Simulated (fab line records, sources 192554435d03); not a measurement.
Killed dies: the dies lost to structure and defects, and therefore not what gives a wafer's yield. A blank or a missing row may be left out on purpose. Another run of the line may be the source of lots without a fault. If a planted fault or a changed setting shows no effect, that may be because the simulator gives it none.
Which of the tools did it? | flow n5_finfet | 24 lots with 72 wafers sampled at 4 steps, on a route of 1938 steps

WHAT EACH GAUGE READ, for each wafer
N5_BEOL_M5_OCD_MEAS_38. Usual: 71.6 nm for trench_depth_nm, sd 1.7.
lot  | measured     | on     | trench_depth_nm (nm) | flag
L075 | day 8 00:02  | ocd-02 | 74.7 72.4 73.8       |
L074 | day 8 03:36  | ocd-02 | 71.1 70.2 70.6       |
L076 | day 8 16:17  | ocd-01 | 69.4 69.4 72.1       |
L077 | day 8 19:17  | ocd-01 | 70.6 70.8 70.3       |
L079 | day 9 06:19  | ocd-02 | 74.1 72.2 72.9       |
L078 | day 9 10:02  | ocd-02 | 73.3 75.1 72.9       |
L080 | day 9 11:55  | ocd-01 | 74.7 74.2 73.9       |
L081 | day 9 17:41  | ocd-01 | 71.3 71.0 71.1       |
L082 | day 10 01:59 | ocd-02 | 72.1 70.5 70.2       |
L083 | day 10 03:58 | ocd-01 | 69.2 72.1 70.4       |
L084 | day 10 17:47 | ocd-01 | 73.4 69.7 71.3       |
L087 | day 11 08:19 | ocd-01 | 71.3 71.1 73.2       |
L085 | day 11 14:50 | ocd-01 | 71.6 70.5 71.8       |
L086 | day 11 15:20 | ocd-02 | 70.1 70.2 72.4       |
L088 | day 12 09:43 | ocd-02 | 70.3 69.1 71.2       |
L089 | day 12 10:29 | ocd-02 | 68.7 69.4 69.0       |
L091 | day 12 11:01 | ocd-01 | 71.2 69.5 69.9       |
L090 | day 12 15:46 | ocd-02 | 71.0 70.3 72.1       |
L092 | day 12 15:43 | ocd-01 | 69.5 69.4 72.1       |
L093 | day 12 16:13 | ocd-02 | 73.6 72.6 73.2       |
L094 | day 12 21:25 | ocd-01 | 72.8 72.1 73.2       |
L095 | day 13 12:52 | ocd-01 | 74.1 71.8 74.1       |
L096 | day 13 16:50 | ocd-01 | 73.0 71.3 71.0       |
L097 | day 14 03:34 | ocd-02 | 73.9 75.3 74.4       |

TOOL THAT RAN EACH LOT (tool first, then ch and the chambers of the sampled wafers, then the start)
lot  | N5_BEOL_M4_ANNEAL_80         | N5_BEOL_M4_ANNEAL_51             | N5_BEOL_M5_STRIP_19
L075 | pvd_sputter-03, day 7 17:08  | rtp_anneal-01 ch 0, day 7 18:53  | rie_diel-02 ch 0,1,3, day 7 22:55
L074 | pvd_sputter-02, day 7 20:04  | rtp_anneal-02 ch 0, day 7 21:43  | rie_diel-02 ch 0,1,3, day 8 01:40
L076 | pvd_sputter-03, day 8 07:53  | rtp_anneal-01 ch 0, day 8 09:35  | rie_diel-06 ch 1,3, day 8 14:17
L077 | pvd_sputter-03, day 8 11:38  | rtp_anneal-02 ch 0, day 8 13:25  | rie_diel-02 ch 0,2,3, day 8 17:06
L079 | pvd_sputter-01, day 8 22:01  | rtp_anneal-02 ch 0, day 8 23:43  | rie_diel-02 ch 0,1, day 9 05:16
L078 | pvd_sputter-02, day 9 02:16  | rtp_anneal-02 ch 0, day 9 04:13  | rie_diel-06 ch 2,3, day 9 09:04
L080 | pvd_sputter-01, day 9 05:08  | rtp_anneal-02 ch 0, day 9 06:58  | rie_diel-06 ch 0,2,3, day 9 10:22
L081 | pvd_sputter-02, day 9 10:14  | rtp_anneal-01 ch 0, day 9 11:59  | rie_diel-01 ch 0,1, day 9 16:40
L082 | pvd_sputter-03, day 9 17:43  | rtp_anneal-02 ch 0, day 9 19:23  | rie_diel-01 ch 0,1,2, day 10 00:49
L083 | pvd_sputter-02, day 9 17:58  | rtp_anneal-02 ch 0, day 9 23:22  | rie_diel-01 ch 0,2,3, day 10 02:55
L084 | pvd_sputter-01, day 10 10:40 | rtp_anneal-01 ch 0, day 10 12:23 | rie_diel-06 ch 0,2, day 10 15:59
L087 | pvd_sputter-01, day 11 00:20 | rtp_anneal-02 ch 0, day 11 02:05 | rie_diel-06 ch 1,2, day 11 06:41
L085 | pvd_sputter-02, day 11 06:55 | rtp_anneal-01 ch 0, day 11 08:34 | rie_diel-02 ch 0,2, day 11 12:40
L086 | pvd_sputter-01, day 11 06:55 | rtp_anneal-02 ch 0, day 11 08:37 | rie_diel-01 ch 1,3, day 11 12:49
L088 | pvd_sputter-02, day 12 01:19 | rtp_anneal-02 ch 0, day 12 02:58 | rie_diel-02 ch 1,2, day 12 08:45
L089 | pvd_sputter-03, day 12 01:22 | rtp_anneal-01 ch 0, day 12 03:08 | rie_diel-06 ch 0,1, day 12 09:30
L091 | pvd_sputter-02, day 12 03:14 | rtp_anneal-01 ch 0, day 12 04:55 | rie_diel-01 ch 1,2, day 12 09:43
L090 | pvd_sputter-02, day 12 05:10 | rtp_anneal-02 ch 0, day 12 06:55 | rie_diel-01 ch 1,2, day 12 11:44
L092 | pvd_sputter-01, day 12 06:09 | rtp_anneal-01 ch 0, day 12 07:49 | rie_diel-01 ch 2,3, day 12 12:01
L093 | pvd_sputter-03, day 12 06:47 | rtp_anneal-02 ch 0, day 12 08:26 | rie_diel-02 ch 0,2, day 12 12:26
L094 | pvd_sputter-03, day 12 09:41 | rtp_anneal-02 ch 0, day 12 11:40 | rie_diel-01 ch 0,1,2, day 12 16:54
L095 | pvd_sputter-01, day 13 05:10 | rtp_anneal-01 ch 0, day 13 06:58 | rie_diel-06 ch 0,1,2, day 13 11:56
L096 | pvd_sputter-03, day 13 10:11 | rtp_anneal-01 ch 0, day 13 11:59 | rie_diel-02 ch 0,2,3, day 13 15:55
L097 | pvd_sputter-01, day 13 20:44 | rtp_anneal-01 ch 0, day 13 22:24 | rie_diel-02 ch 0,2,3, day 14 01:57
- N5_BEOL_M4_ANNEAL_80: time 240 s.
- N5_BEOL_M4_ANNEAL_51: time 90 s.
- N5_BEOL_M5_STRIP_19: strips in O2.

AS READ BY THE TOOLS THEMSELVES (means over the sampled wafers that have a number; for cases with no such wafer, the mark the record gives instead)
N5_BEOL_M4_ANNEAL_80. Usual: 823 W for heater_power_w, sd 58.
lot  | tool           | heater_power_w (W) | flag
L075 | pvd_sputter-03 | 819                |
L074 | pvd_sputter-02 | 820                |
L076 | pvd_sputter-03 | 840                |
L077 | pvd_sputter-03 | 851                |
L079 | pvd_sputter-01 | 847                |
L078 | pvd_sputter-02 | 875                |
L080 | pvd_sputter-01 | 846                |
L081 | pvd_sputter-02 | 823                |
L082 | pvd_sputter-03 | 831                |
L083 | pvd_sputter-02 | 766                |
L084 | pvd_sputter-01 | 842                |
L087 | pvd_sputter-01 | 838                |
L085 | pvd_sputter-02 | 812                |
L086 | pvd_sputter-01 | 801                |
L088 | pvd_sputter-02 | 764                |
L089 | pvd_sputter-03 | 835                |
L091 | pvd_sputter-02 | 786                |
L090 | pvd_sputter-02 | 775                |
L092 | pvd_sputter-01 | 840                |
L093 | pvd_sputter-03 | 833                |
L094 | pvd_sputter-03 | 856                |
L095 | pvd_sputter-01 | 806                |
L096 | pvd_sputter-03 | 860                |
L097 | pvd_sputter-01 | 851                |

N5_BEOL_M4_ANNEAL_51. Usual: 226.0 for wafer_temp_C_max, sd 0.5.
lot  | tool          | wafer_temp_C_max | flag
L075 | rtp_anneal-01 | 225.2            |
L074 | rtp_anneal-02 | 226.5            |
L076 | rtp_anneal-01 | 225.4            |
L077 | rtp_anneal-02 | 226.5            |
L079 | rtp_anneal-02 | 226.4            |
L078 | rtp_anneal-02 | 226.8            |
L080 | rtp_anneal-02 | 226.3            |
L081 | rtp_anneal-01 | 225.5            |
L082 | rtp_anneal-02 | 226.3            |
L083 | rtp_anneal-02 | 226.6            |
L084 | rtp_anneal-01 | 225.9            |
L087 | rtp_anneal-02 | 226.6            |
L085 | rtp_anneal-01 | 225.6            |
L086 | rtp_anneal-02 | 226.4            |
L088 | rtp_anneal-02 | 226.3            |
L089 | rtp_anneal-01 | 225.6            |
L091 | rtp_anneal-01 | 225.6            |
L090 | rtp_anneal-02 | 226.1            |
L092 | rtp_anneal-01 | 225.7            |
L093 | rtp_anneal-02 | 226.4            |
L094 | rtp_anneal-02 | 226.7            |
L095 | rtp_anneal-01 | 225.5            |
L096 | rtp_anneal-01 | 225.6            |
L097 | rtp_anneal-01 | 225.6            |

N5_BEOL_M5_STRIP_19. Usual: drypump_motor_current_A 5.5 A, standard deviation 0.34; oes_product_au 0.76 a.u., standard deviation 0.089; rf_vpp_V 3.6 V, standard deviation 0.48; showerhead_plenum_p_Torr 2.11 Torr, standard deviation 0.059; throttle_valve_pct 16.82 %, standard deviation 0.25.
lot  | tool        | drypump_motor_current_A (A) | oes_product_au (a.u.) | rf_vpp_V (V) | showerhead_plenum_p_Torr (Torr) | throttle_valve_pct (%) | flag
L075 | rie_diel-02 | 5.8                         | 0.77                  | 3.5          | 2.11                            | 16.79                  |
L074 | rie_diel-02 | 5.8                         | 0.77                  | 3.0          | 2.11                            | 16.80                  |
L076 | rie_diel-06 | 5.3                         | 0.70                  | 3.9          | 2.05                            | 17.15                  |
L077 | rie_diel-02 | 5.7                         | 0.77                  | 3.5          | 2.11                            | 16.73                  |
L079 | rie_diel-02 | 5.9                         | 0.76                  | 3.9          | 2.12                            | 16.70                  |
L078 | rie_diel-06 | 4.9                         | 0.75                  | 3.7          | 2.04                            | 17.06                  |
L080 | rie_diel-06 | 5.1                         | 0.77                  | 4.1          | 2.12                            | 16.89                  |
L081 | rie_diel-01 | 5.5                         | 0.79                  | 3.3          | 2.15                            | 16.76                  |
L082 | rie_diel-01 | 5.6                         | 0.78                  | 3.5          | 2.11                            | 16.85                  |
L083 | rie_diel-01 | 5.5                         | 0.76                  | 4.1          | 2.09                            | 16.97                  |
L084 | rie_diel-06 | 5.1                         | 0.81                  | 3.9          | 2.17                            | 16.76                  |
L087 | rie_diel-06 | 5.6                         | 0.75                  | 3.9          | 2.16                            | 16.97                  |
L085 | rie_diel-02 | 5.8                         | 0.87                  | 3.5          | 2.13                            | 16.50                  |
L086 | rie_diel-01 | 5.3                         | 0.68                  | 3.5          | 2.10                            | 16.93                  |
L088 | rie_diel-02 | 5.8                         | 0.77                  | 3.6          | 2.10                            | 16.57                  |
L089 | rie_diel-06 | 5.5                         | 0.71                  | 3.6          | 2.19                            | 16.86                  |
L091 | rie_diel-01 | 5.6                         | 0.70                  | 3.3          | 2.11                            | 16.84                  |
L090 | rie_diel-01 | 5.8                         | 0.70                  | 3.6          | 2.08                            | 16.93                  |
L092 | rie_diel-01 | 5.6                         | 0.69                  | 3.6          | 2.05                            | 17.02                  |
L093 | rie_diel-02 | 5.8                         | 0.87                  | 3.8          | 2.13                            | 16.52                  |
L094 | rie_diel-01 | 5.5                         | 0.75                  | 3.5          | 2.11                            | 16.89                  |
L095 | rie_diel-06 | 5.5                         | 0.75                  | 4.2          | 2.17                            | 16.89                  |
L096 | rie_diel-02 | 5.8                         | 0.89                  | 3.6          | 2.10                            | 16.50                  |
L097 | rie_diel-02 | 5.8                         | 0.89                  | 3.3          | 2.10                            | 16.51                  |

THE ANSWER, worked out from the rows above alone
Rule: lot off if the mean of its wafers having a number is beyond 3 standard deviations from the usual mean. A lot without any number at a reading at which 4 lots or more have one is off too. All remaining lots with rows at the step are treated as sound. First the gauges in route order, then the tools' own readings, where a lot's mean is used as printed above. The first step at which some lot is off is used, and at that step the reading that is off furthest; a lot without a number counts as furthest.
No lot is off at any reading shown: from this, nothing can be told.

WHAT WAS PUT IN BY THE SIMULATOR
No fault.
